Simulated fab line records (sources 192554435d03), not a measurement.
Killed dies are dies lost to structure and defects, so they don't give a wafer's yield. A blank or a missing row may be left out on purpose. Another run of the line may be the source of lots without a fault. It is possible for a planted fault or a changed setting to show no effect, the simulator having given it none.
fab line records	flow n5Finfet
record: lots: 7	wafers: 39
route steps=1938 shown BEOL_M8@1377 BEOL_M13@1705
startH: hours from the record's opening day to when the first of the lot's shown wafers began	waitH: hours elapsed since this lot's preceding step	" as in the row above	L1.1+2: one row covering several wafers at once	- value missing, or start not given	* or withheld: withheld	< > ~ a bound
route shown NAME@n: names a module that has steps shown in the file, with the first one's number in the route	usual: the fault-free wafers' mean and standard deviation	same: alike in all rows	chamber/n: place in a boat	sites: each site's reading	_std_site: their standard deviation	_edge_site: outer sites' mean less inner sites'	radiusMm: for every site, how far away it sits from the centre of the wafer	mask NAME#n: copy n	behind: the last tool/chamber to shape the wafer	hold: why the lot was held/for how many hours/how that ended	device: transistor that didn't switch, given as n, p or np	end of line: tests of these same wafers at the route's end	a step with no rows: only its recipe	killed: not the wafer's yield, but the dies lost to structure and defects at the first sort	map: a wafer's dies, x killed, . not, _ none there
set.NAME: the setting as run; set.NAME@STEP: as run at that earlier step	model.NAME: the simulator's own value behind a step, which no gauge read
one table per step and one row per wafer, for lots whose settings were changed on purpose
== steps ==
step: N5_BEOL_M8_TRENCH_ETCH_37
recipe: chemistry: C4F6/O2	targetDepthA: 934.78	target: SiCOH_lowk	timeS: 31.2	ionEnergyEv: 250	pressureMtorr: 30	sourceW: 345	biasW: 185	Ar_flow_sccm: 300	C4F6_flow_sccm: 10	O2_flow_sccm: 10
lot.wafer	tool	chamber	startH	waitH	set.targetDepthA	model.etch.depthNm	model.BEOL_M8.featureDepthNm	model.TiN_of_BEOL_M8_HM_DEP_02.thkNm
L075.1	rieDiel-05	1	-	-	934.78	89.29	89.2	17.2
L075.2	"	0	"	"	934.78	92.47	92.4	17.4
L075.3	"	3	"	"	1326	135	135	16
L075.4	"	2	"	"	1326	132	132	16.4
L075.5	"	3	"	"	1326	135.5	135.4	16.4
L075.6	"	0	"	"	934.78	91.99	92	17.2
L077.1	rieDiel-04	1	-	-	934.78	93.73	93.8	17.4
L077.2	"	0	"	"	934.78	92.46	92.4	17.2
L077.3	"	3	"	"	934.78	96.23	96.2	17.6
L077.4	"	0	"	"	934.78	92.34	92.4	17.6
L077.5	"	1	"	"	934.78	93.35	93.4	17.2
L077.6	"	3	"	"	934.78	95.93	96	17.4
L082.1	rieDiel-05	3	-	-	934.78	94.02	94	17.6
L082.2	"	1	"	"	934.78	88.15	88.2	17.6
L082.5	"	1	"	"	934.78	88.52	88.6	17.8
L085.1	rieDiel-05	1	-	-	934.78	89.04	89	17.2
L085.2	"	0	"	"	934.78	94.82	94.8	17.4
L085.3	"	2	"	"	934.78	93.38	93.4	17.6
L085.4	"	0	"	"	934.78	93.47	93.4	17.2
L085.5	"	1	"	"	934.78	88.86	88.8	17.6
L085.6	"	2	"	"	934.78	93	93	17
L089.1	rieDiel-01	2	-	-	934.78	93.85	93.8	17
L089.2	"	1	"	"	934.78	90.79	90.8	17.2
L089.3	"	0	"	"	934.78	90.58	90.6	17
L089.4	"	3	"	"	934.78	90.21	90.2	17
L089.5	"	0	"	"	934.78	90.6	90.6	17.2
L089.6	"	1	"	"	934.78	90.38	90.4	17.2
L095.1	rieDiel-04	3	-	-	1207	124.8	124.8	16.6
L095.2	"	0	"	"	1207	119.1	119	16.2
L095.3	"	2	"	"	934.78	93.02	93	17.2
L095.4	"	1	"	"	934.78	92.96	93	17.2
L095.5	"	3	"	"	934.78	96.8	96.8	17.2
L095.6	"	0	"	"	1207	118.9	119	16.4
L096.1	rieDiel-04	0	-	-	1338	132.9	132.8	16.4
L096.2	"	2	"	"	934.78	93.97	94	17.2
L096.3	"	3	"	"	934.78	97.14	97.2	17.4
L096.4	"	1	"	"	1338	133.8	133.8	16.2
L096.5	"	0	"	"	1338	133.5	133.4	16.4
L096.6	"	1	"	"	934.78	93.28	93.2	17.4
step: N5_BEOL_M8_ETCH_41
recipe: chemistry: CH3F/O2	target: SiCN	targetDepthA: 319	taperDeg: 2	timeS: 57.8	ionEnergyEv: 120	maskMaterial: TiN	pressureMtorr: 30	sourceW: 395	biasW: 75	Ar_flow_sccm: 150	CH3F_flow_sccm: 30	O2_flow_sccm: 20
step: N5_BEOL_M8_STRIP_80
recipe: chemistry: N2/H2	timeS: 10	powerW: 450	tempC: 40	pressureMtorr: 20	rfFrequencyHz: 6e+07	biasPowerW: 7	n2FlowSccm: 200	h2FlowSccm: 200
step: N5_BEOL_M8_OCD_MEAS_38
usual: trenchDepthNm: 92.7/2.2
lot.wafer	tool	chamber	startH	waitH	set.targetDepthA@BEOL_M8_TRENCH_ETCH_37	trenchDepthNm
L075.1	ocd-02	-	210.32	-	934.78	89.1
L075.2	"	-	"	"	934.78	92.8
L075.3	"	-	"	"	1326	134.9
L075.4	"	-	"	"	1326	131.8
L075.5	"	-	"	"	1326	135.1
L075.6	"	-	"	"	934.78	92.0
L077.1	ocd-02	-	231.56	-	934.78	93.8
L077.2	"	-	"	"	934.78	91.9
L077.3	"	-	"	"	934.78	96.6
L077.4	"	-	"	"	934.78	93.0
L077.5	"	-	"	"	934.78	93.0
L077.6	"	-	"	"	934.78	96.2
L082.1	ocd-01	-	251.19	-	934.78	94.0
L082.2	"	-	"	"	934.78	88.5
L082.5	"	-	"	"	934.78	88.5
L085.1	ocd-01	-	276.23	-	934.78	89.0
L085.2	"	-	"	"	934.78	94.7
L085.3	"	-	"	"	934.78	93.8
L085.4	"	-	"	"	934.78	93.5
L085.5	"	-	"	"	934.78	88.6
L085.6	"	-	"	"	934.78	92.8
L089.1	ocd-02	-	299.90	-	934.78	93.6
L089.2	"	-	"	"	934.78	90.5
L089.3	"	-	"	"	934.78	90.3
L089.4	"	-	"	"	934.78	90.3
L089.5	"	-	"	"	934.78	90.5
L089.6	"	-	"	"	934.78	90.2
L095.1	ocd-02	-	342.55	-	1207	125.3
L095.2	"	-	"	"	1207	118.9
L095.3	"	-	"	"	934.78	93.0
L095.4	"	-	"	"	934.78	92.5
L095.5	"	-	"	"	934.78	96.9
L095.6	"	-	"	"	1207	118.8
L096.1	ocd-02	-	346.10	-	1338	132.8
L096.2	"	-	"	"	934.78	94.0
L096.3	"	-	"	"	934.78	97.3
L096.4	"	-	"	"	1338	133.4
L096.5	"	-	"	"	1338	133.6
L096.6	"	-	"	"	934.78	93.2
step: N5_BEOL_M8_HM_STRIP_39
recipe: chemistry: peroxideTinStrip	material: TiN	targetDepthA: 250	tempC: 50	timeS: 158
step: N5_BEOL_M8_SRD_40
recipe: timeS: 30	tempC: 23	rinseLiquid: diw	dry: ipaMarangoni
step: N5_BEOL_M8_ECD_50
recipe: material: Cu	targetThkA: 3000
step: N5_BEOL_M8_ANNEAL_51
recipe: tempC: 225	timeS: 90	ambient: N2
step: N5_BEOL_M8_CMP_52
recipe: stopOn: SiCOH_lowk	tOverpolishS: 6.9	downForcePsi: 1	platenRpm: 50	clearingPlatenDownForcePsi: 1.5	clearingPlatenRpm: 50	postCmpClean: cuAlkaline	targetThkNm: 80	clearingPlatenPadVelocityMS: 0.99484	padVelocityMS: 0.99484
lot.wafer	tool	chamber	startH	waitH	set.targetDepthA@BEOL_M8_TRENCH_ETCH_37	model.Cu_of_BEOL_M8_ECD_50.thkNm
L075.1	cmp-02	3	213.93	0.3	934.78	75.4
L075.4	"	0	"	"	1326	119.6
L075.3	"	1	"	"	1326	121.2
L075.2	"	2	"	"	934.78	78.6
L075.6	"	3	"	"	934.78	77.4
L075.5	"	0	"	"	1326	122.8
L077.1	cmp-02	2	233.91	0.3	934.78	78.8
L077.3	"	3	"	"	934.78	83.8
L077.4	"	0	"	"	934.78	80.2
L077.2	"	1	"	"	934.78	80.6
L077.5	"	2	"	"	934.78	78.6
L077.6	"	3	"	"	934.78	82.8
L082.2	cmp-04	0	253.43	0.2	934.78	72.8
L082.1	"	1	"	"	934.78	78
L082.5	"	3	"	"	934.78	73.6
L085.1	cmp-01	2	279.62	0.3	934.78	73.6
L085.4	"	3	"	"	934.78	78.8
L085.2	"	0	"	"	934.78	80
L085.3	"	1	"	"	934.78	78
L085.6	"	2	"	"	934.78	77.8
L085.5	"	3	"	"	934.78	75
L089.3	cmp-04	3	302.75	0.2	934.78	75.6
L089.1	"	0	"	"	934.78	78.6
L089.2	"	1	"	"	934.78	76.2
L089.4	"	2	"	"	934.78	77.2
L089.5	"	3	"	"	934.78	76.4
L089.6	"	0	"	"	934.78	74.6
L095.1	cmp-02	2	346.40	0.3	1207	110.8
L095.4	"	3	"	"	934.78	80.6
L095.3	"	0	"	"	934.78	80.8
L095.2	"	1	"	"	1207	105.8
L095.6	"	2	"	"	1207	104
L095.5	"	3	"	"	934.78	83
L096.2	cmp-04	3	348.92	0.2	934.78	78.6
L096.4+5	"	0	"	"	1338	117.6
L096.3	"	1	"	"	934.78	81.8
L096.1	"	2	"	"	1338	118
L096.6	"	3	"	"	934.78	79
step: N5_BEOL_M8_THK_MEAS_53
recipe: thkMeasGauge: xrf	reads: Cu_of_BEOL_M8_ECD_50
usual: M8_THK: 77.3/2.6
lot.wafer	tool	chamber	startH	waitH	set.targetDepthA@BEOL_M8_TRENCH_ETCH_37	M8_THK[nm]
L075.1	filmMetro-01	-	214.23	-	934.78	74.0
L075.2	"	-	"	"	934.78	77.0
L075.3	"	-	"	"	1326	119.2
L075.4	"	-	"	"	1326	116.9
L075.5	"	-	"	"	1326	120.8
L075.6	"	-	"	"	934.78	75.7
L077.1	filmMetro-01	-	234.20	-	934.78	77.7
L077.2	"	-	"	"	934.78	80.1
L077.3	"	-	"	"	934.78	82.9
L077.4	"	-	"	"	934.78	79.2
L077.5	"	-	"	"	934.78	77.9
L077.6	"	-	"	"	934.78	81.8
L082.1	filmMetro-02	-	253.69	-	934.78	76.8
L082.2	"	-	"	"	934.78	72.0
L082.5	"	-	"	"	934.78	72.2
L085.1	filmMetro-02	-	279.92	-	934.78	72.6
L085.2	"	-	"	"	934.78	78.7
L085.3	"	-	"	"	934.78	76.8
L085.4	"	-	"	"	934.78	77.4
L085.5	"	-	"	"	934.78	73.8
L085.6	"	-	"	"	934.78	76.4
L089.1	filmMetro-01	-	303.04	-	934.78	77.0
L089.2	"	-	"	"	934.78	74.6
L089.3	"	-	"	"	934.78	74.0
L089.4	"	-	"	"	934.78	75.5
L089.5	"	-	"	"	934.78	74.8
L089.6	"	-	"	"	934.78	72.8
L095.1	filmMetro-01	-	346.70	-	1207	109.4
L095.2	"	-	"	"	1207	104.1
L095.3	"	-	"	"	934.78	79.1
L095.4	"	-	"	"	934.78	79.3
L095.5	"	-	"	"	934.78	81.7
L095.6	"	-	"	"	1207	102.3
L096.1	filmMetro-02	-	349.21	-	1338	117.2
L096.2	"	-	"	"	934.78	77.8
L096.3	"	-	"	"	934.78	81.0
L096.4	"	-	"	"	1338	116.4
L096.5	"	-	"	"	1338	116.1
L096.6	"	-	"	"	934.78	78.0
step: N5_BEOL_M8_PRE_CLEAN_55
recipe: gas: NH3	timeS: 15	tempC: withheld	rfPowerW: 300
step: N5_BEOL_M8_DEP_56
recipe: material: SiCN	targetThkA: 100	tempC: withheld	precursor: 3MS/NH3	pressureTorr: 3	rfW: 202	timeS: 17.5
step: N5_BEOL_M8_RS_MEAS_57
recipe: thkMeasGauge: four-point-probe	reads: Cu_of_BEOL_M8_ECD_50+Co_of_BEOL_M8_CVD_78+TaN_of_BEOL_M8_ALD_77
usual: M8_RS: 0.293/0.011
lot.wafer	tool	chamber	startH	waitH	set.targetDepthA@BEOL_M8_TRENCH_ETCH_37	M8_RS[ohm/sq]
L075.1	filmMetro-01	-	214.37	0.1	934.78	0.306
L075.2	"	-	"	"	934.78	0.292
L075.3	"	-	"	"	1326	0.177
L075.4	"	-	"	"	1326	0.180
L075.5	"	-	"	"	1326	0.175
L075.6	"	-	"	"	934.78	0.297
L077.1	filmMetro-01	-	234.33	0.1	934.78	0.292
L077.2	"	-	"	"	934.78	0.284
L077.3	"	-	"	"	934.78	0.270
L077.4	"	-	"	"	934.78	0.285
L077.5	"	-	"	"	934.78	0.292
L077.6	"	-	"	"	934.78	0.274
L082.1	filmMetro-02	-	253.82	0.1	934.78	0.294
L082.2	"	-	"	"	934.78	0.319
L082.5	"	-	"	"	934.78	0.315
L085.1	filmMetro-02	-	280.08	0.1	934.78	0.315
L085.2	"	-	"	"	934.78	0.286
L085.3	"	-	"	"	934.78	0.294
L085.4	"	-	"	"	934.78	0.291
L085.5	"	-	"	"	934.78	0.309
L085.6	"	-	"	"	934.78	0.295
L089.1	filmMetro-02	-	303.17	0.1	934.78	0.291
L089.2	"	-	"	"	934.78	0.302
L089.3	"	-	"	"	934.78	0.305
L089.4	"	-	"	"	934.78	0.298
L089.5	"	-	"	"	934.78	0.302
L089.6	"	-	"	"	934.78	0.309
L095.1	filmMetro-02	-	346.83	0.1	1207	0.196
L095.2	"	-	"	"	1207	0.207
L095.3	"	-	"	"	934.78	0.283
L095.4	"	-	"	"	934.78	0.283
L095.5	"	-	"	"	934.78	0.273
L095.6	"	-	"	"	1207	0.211
L096.1	filmMetro-02	-	349.34	0.1	1338	0.183
L096.2	"	-	"	"	934.78	0.292
L096.3	"	-	"	"	934.78	0.278
L096.4	"	-	"	"	1338	0.183
L096.5	"	-	"	"	1338	0.183
L096.6	"	-	"	"	934.78	0.290
step: N5_BEOL_M13_SPUTTER_43
recipe: material: TaN	targetThkA: 150	tempC: 50	biasV: 168.6	powerW: 15000	chamberPressurePa: 0.12	timeS: 24.19
lot.wafer	tool	chamber	startH	waitH	set.timeS	model.TaN_of_BEOL_M13_SPUTTER_43.thkNm
L075.1+2	pvdSputter-03	-	256.18	0.0	24.19	15
L075.3+6	"	-	"	"	24.19	15.4
L075.4+5	"	-	"	"	24.19	15.2
L077.1	pvdSputter-03	-	265.10	0.0	30.57	19.2
L077.2+3	"	-	"	"	24.19	14.8
L077.4+6	"	-	"	"	30.57	18.8
L077.5	"	-	"	"	24.19	15.2
L082.1+5	pvdSputter-03	-	288.16	0.0	24.19	14.8
L082.2	"	-	"	"	24.19	15
L085.1+4+5+6	pvdSputter-02	-	321.54	0.0	24.19	15
L085.2+3	"	-	"	"	24.19	14.8
L089.1+5+6	pvdSputter-01	-	343.29	0.0	24.19	15
L089.2	"	-	"	"	24.19	15.2
L089.3	"	-	"	"	24.19	14.6
L089.4	"	-	"	"	24.19	14.8
L095.1+3+5	pvdSputter-02	-	382.08	0.0	15.3	9.6
L095.2	"	-	"	"	24.19	15.2
L095.4+6	"	-	"	"	24.19	15.4
L096.1+5	pvdSputter-01	-	384.60	0.0	17.99	11.4
L096.2	"	-	"	"	24.19	14.8
L096.3	"	-	"	"	17.99	11.2
L096.4	"	-	"	"	24.19	15
L096.6	"	-	"	"	24.19	15.2
step: N5_BEOL_M13_SPUTTER_44
recipe: material: Ta	targetThkA: 100	tempC: 50	biasV: 80	powerW: 15000	chamberPressurePa: 0.07	timeS: 16.13
step: N5_BEOL_M13_SPUTTER_45
recipe: material: Cu	targetThkA: 800	tempC: -20	biasV: 60	powerW: 26000	chamberPressurePa: 0.13	timeS: 13.33
step: N5_BEOL_M13_ECD_47
recipe: material: Cu	targetThkA: 9360
step: N5_BEOL_M13_ANNEAL_48
recipe: tempC: 225	timeS: 90	ambient: N2
step: N5_BEOL_M13_CMP_49
recipe: stopOn: SiOC	tOverpolishS: 17.1	downForcePsi: 1	platenRpm: 50	clearingPlatenDownForcePsi: 1.5	clearingPlatenRpm: 50	postCmpClean: cuAlkaline	targetThkNm: 420	clearingPlatenPadVelocityMS: 0.99484	padVelocityMS: 0.99484
usual: barrierFieldEndpointS: 30.6/0.95
lot.wafer	tool	chamber	startH	waitH	set.timeS@BEOL_M13_SPUTTER_43	barrierFieldEndpointS
L075.3	cmp-01	2	257.04	0.2	24.19	31.5
L075.2	"	3	"	"	24.19	31.8
L075.4	"	0	"	"	24.19	31.2
L075.1	"	1	"	"	24.19	30.5
L075.5	"	2	"	"	24.19	31.0
L075.6	"	3	"	"	24.19	32.4
L077.3	cmp-01	2	266.48	0.2	24.19	29.7
L077.4	"	3	"	"	30.57	35.5
L077.1	"	0	"	"	30.57	35.6
L077.2	"	1	"	"	24.19	30.7
L077.6	"	2	"	"	30.57	35.6
L077.5	"	3	"	"	24.19	31.1
L082.2	cmp-02	1	288.90	0.2	24.19	30.4
L082.1	"	3	"	"	24.19	29.7
L082.5	"	2	"	"	24.19	29.2
L085.2	cmp-02	0	322.27	0.2	24.19	30.4
L085.3	"	1	"	"	24.19	29.7
L085.4	"	2	"	"	24.19	29.0
L085.1	"	3	"	"	24.19	29.4
L085.5	"	0	"	"	24.19	30.2
L085.6	"	1	"	"	24.19	29.6
L089.4	cmp-01	3	344.03	0.1	24.19	30.1
L089.3	"	0	"	"	24.19	30.5
L089.1	"	1	"	"	24.19	30.6
L089.2	"	2	"	"	24.19	30.3
L089.5	"	3	"	"	24.19	30.1
L089.6	"	0	"	"	24.19	30.4
L095.4	cmp-03	3	382.82	0.1	24.19	29.9
L095.3	"	0	"	"	15.3	25.6
L095.1	"	1	"	"	15.3	23.9
L095.2	"	2	"	"	24.19	32.0
L095.5	"	3	"	"	15.3	23.0
L095.6	"	0	"	"	24.19	33.5
L096.1	cmp-02	1	385.35	0.3	17.99	26.0
L096.4	"	2	"	"	24.19	30.1
L096.3	"	3	"	"	17.99	25.5
L096.2	"	0	"	"	24.19	31.4
L096.5	"	1	"	"	17.99	25.8
L096.6	"	2	"	"	24.19	29.3
== key ==
split: step: N5_BEOL_M8_TRENCH_ETCH_37	setting: targetDepthA	stated: 934.78	by: wafer
response: step: N5_BEOL_M8_TRENCH_ETCH_37	reading: model.etch.depthNm	change: +0.95	per: 1%	r: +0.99
response: step: N5_BEOL_M8_TRENCH_ETCH_37	reading: model.BEOL_M8.featureDepthNm	change: +0.95	per: 1%	r: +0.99
response: step: N5_BEOL_M8_TRENCH_ETCH_37	reading: model.TiN_of_BEOL_M8_HM_DEP_02.thkNm	change: -0.0243	per: 1%	r: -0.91
response: step: N5_BEOL_M8_OCD_MEAS_38	reading: trenchDepthNm	change: +0.947	per: 1%	r: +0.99
response: step: N5_BEOL_M8_CMP_52	reading: model.Cu_of_BEOL_M8_ECD_50.thkNm	change: +0.946	per: 1%	r: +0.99
response: step: N5_BEOL_M8_THK_MEAS_53	reading: M8_THK	change: +0.935	per: 1%	r: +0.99
response: step: N5_BEOL_M8_RS_MEAS_57	reading: M8_RS	change: -0.00263	per: 1%	r: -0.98
split: step: N5_BEOL_M13_SPUTTER_43	setting: timeS	stated: 24.19	by: wafer
response: step: N5_BEOL_M13_SPUTTER_43	reading: model.TaN_of_BEOL_M13_SPUTTER_43.thkNm	change: +0.152	per: 1%	r: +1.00
response: step: N5_BEOL_M13_CMP_49	reading: barrierFieldEndpointS	change: +0.196	per: 1%	r: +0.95
